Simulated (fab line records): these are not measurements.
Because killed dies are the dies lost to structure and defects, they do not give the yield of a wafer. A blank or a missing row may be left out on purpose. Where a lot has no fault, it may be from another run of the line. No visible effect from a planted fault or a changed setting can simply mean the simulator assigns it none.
A lot that was struck, set against a sound lot + flow n5Finfet + 15 out of 1938 route steps
Sound: these wafers, L331.1, L331.5, L331.6. Struck: wafer L335.4. (L335.1 of the same lot was not struck and is left out.) The cause comes at the end.
Order at every step that has rows: each side's tool, ch and its chambers, its first start. Under that, the readings that differ: sound wafers + struck wafers + difference of the means + sigmas: that difference in standard deviations of wafers without a fault.
alike: a reading whose means differ by less than 2 such deviations, as well as words and numbers matching on both sides. not compared: withheld readings; readings where some wafer has no value; bounds like >300 that might hide an equal value; numbers whose values overlap and for which the record gives no deviation.
Wherever a step has rows on one side only, a row that says differs or no value, or a row with sigmas, the two part there. Non-overlapping numbers with no deviation appear without sigmas and do not part them. A reading missing from all wafers of one side parts the sides only when that side holds two or more wafers.

N5_BEOL_M11_STRIP_77: strips in N2/H2, time 10 s.
  sound on rieDiel-02 ch 0,1,3; struck on rieDiel-02 ch 0
| reading             | sound             | struck | difference | sigmas |
|---------------------|-------------------|--------|------------|--------|
| n2FlowSccm (sccm)   | 200.0 200.6 199.8 | 198.2  | -1.9       | -3     |
| oesProductAu (a.u.) | 0.72 0.75 0.69    | 0.93   | +0.21      | +3     |
| rfVppV (V)          | 59.9 59.4 60.1    | 57.4   | -2.4       | -3     |
  alike: drypumpMotorCurrentA, showerheadPlenumPTorr, throttleValvePct
  not compared: rfHoursCounterH
N5_BEOL_M11_OCD_MEAS_38:
  sound: ocd-01 at day 14 17:43; struck: ocd-01 at day 18 12:42
  alike: trenchDepthNm
then, 4 steps without rows for these wafers: N5_BEOL_M11_HM_STRIP_39 (strips TiN in peroxide tin strip, target depth 25 nm, time 158 s); N5_BEOL_M11_SRD_40 (time 30 s); N5_BEOL_M11_PRECLEAN_42 (cleans in residue remover, time 60 s); N5_BEOL_M11_SRD_43 (time 30 s).
N5_BEOL_M11_CD_MEAS_35: target cd 70 nm.
  sound: cdSem-01 at day 14 17:52; struck: cdSem-02 at day 18 12:52
  alike: cdNm
N5_BEOL_M11_CURE_72: cures SiCOH lowk, time 120 s.
  sound on uvCure-01 ch 1, day 14 17:55; struck on uvCure-02 ch 0, day 18 12:54
  alike: lampPowerPct, wafer_temp_C_max
N5_BEOL_M11_DEGAS_44: time 60 s.
  sound: pvdSputter-01 at day 14 18:17; struck: pvdSputter-03 at day 18 13:27
  alike: heaterPowerW
N5_BEOL_M11_PRE_CLEAN_45: time 30 s.
  sound: pvdSputter-01 at day 14 18:19; struck: pvdSputter-03 at day 18 13:29
  alike: heaterPowerW
then, 1 step without rows for these wafers: N5_BEOL_M11_ALD_74 (deposits TaN, target thk 2 nm, pulse time 2 s, purge time 3 s).
N5_BEOL_M11_SURFACE_TREAT_76:
  sound: pvdSputter-03 at day 14 18:53; struck: pvdSputter-03 at day 18 13:57
  not compared: throttleValvePct
N5_BEOL_M11_CVD_75: deposits Co from CCTBA/H2, target thk 2 nm, time 138.9 s.
  sound on cvdCo-02 ch 0,1,2, day 14 19:10; struck on cvdCo-01 ch 2, day 18 14:04
| reading                    | sound             | struck | difference | sigmas      |
|----------------------------|-------------------|--------|------------|-------------|
| chamberPressureTorr (Torr) | 30.02 29.97 30.11 | 29.85  | -0.18      | -3          |
| runLengthS (s)             | 162.7 161.3 162.4 | 73.2   | -88.9      | -99 or more |
then, 2 steps without rows for these wafers: N5_BEOL_M11_SPUTTER_48 (material Cu, target thk 12 nm, time 2 s); N5_PASSIVATION_PROBE_49.

== WHERE THEY PART ==
First at N5_BEOL_M11_STRIP_77; last, within this record, at N5_BEOL_M11_CVD_75.

WHY: what had been put in by the simulator
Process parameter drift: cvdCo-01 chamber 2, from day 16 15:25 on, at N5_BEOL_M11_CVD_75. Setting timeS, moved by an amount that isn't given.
